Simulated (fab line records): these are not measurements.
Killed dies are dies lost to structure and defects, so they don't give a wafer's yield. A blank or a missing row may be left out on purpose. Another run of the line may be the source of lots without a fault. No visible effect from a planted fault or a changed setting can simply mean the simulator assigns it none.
2 desks looking at one fault    flow n5-finfet    every desk sees just its own numbers, and what lay behind them comes last

== METROLOGY DESK ==
Lot by lot, what the gauges showed, no matter which tool ran the lot: averages of those sampled wafers that carry a number. The brackets show how far a lot's mean lies from the usual mean; more than 4 standard deviations puts the lot out of limits, marked OUT.
Columns: A = cd-nm at N5_MIM_TOP_LITHO_CD_MEAS_08, usual 2000.0 nm
lot   first seen here  A
L309  day 12 18:05     2000.7
L310  day 13 00:38     1999.8
L311  day 13 14:01     1997.5
L312  day 13 15:58     1998.9
L313  day 13 17:15     1999.7
L316  day 14 01:37     2000.8
L317  day 14 08:27     2002.5
L321  day 14 23:44     1999.7
L329  day 17 15:04     2003.0
L330  day 18 03:06     2002.7
L332  day 18 07:32     1999.2
Result from this desk: across the 11 lots, nothing is out of limits.

== DESK OF THE TOOL OWNER: ald-metal-04 ==
The tool's own readings at N5_BEOL_M7_ALD_77 (deposits TaN, target thk 2 nm, pulse time 2 s, purge time 3 s): means of the sampled wafers that have a number, for each lot that ran on this tool. The brackets show how far a lot's mean lies from the usual mean; more than 4 standard deviations puts the lot out of limits, marked OUT.
Columns: A = heater-power-w at N5_BEOL_M7_ALD_77, usual 415 W; B = mfc-carrier-sccm at N5_BEOL_M7_ALD_77, usual 1500 sccm; C = precursor-vessel-temp-c at N5_BEOL_M7_ALD_77, usual 75.02 C
lot   first seen here  A    B     C
L310  day 9 20:13      384  1502  74.90
L312  day 10 13:31     404  1500  75.08
L313  day 10 14:58     403  1500  74.94
L317  day 11 17:28     438  1500  75.02
L321  day 12 13:35     402  1500  75.05
L329  day 14 20:23     423  1504  74.94
L330  day 15 05:02     389  1497  75.19
L332  day 15 08:01     362  1499  75.11
Result from this desk: across the 8 lots, nothing is out of limits.

== PUT TOGETHER ==
At the metrology desk, nothing out of limits was observed.
The tool owner's desk saw nothing out of limits.

== WHAT THE SIMULATOR HAD PUT IN ==
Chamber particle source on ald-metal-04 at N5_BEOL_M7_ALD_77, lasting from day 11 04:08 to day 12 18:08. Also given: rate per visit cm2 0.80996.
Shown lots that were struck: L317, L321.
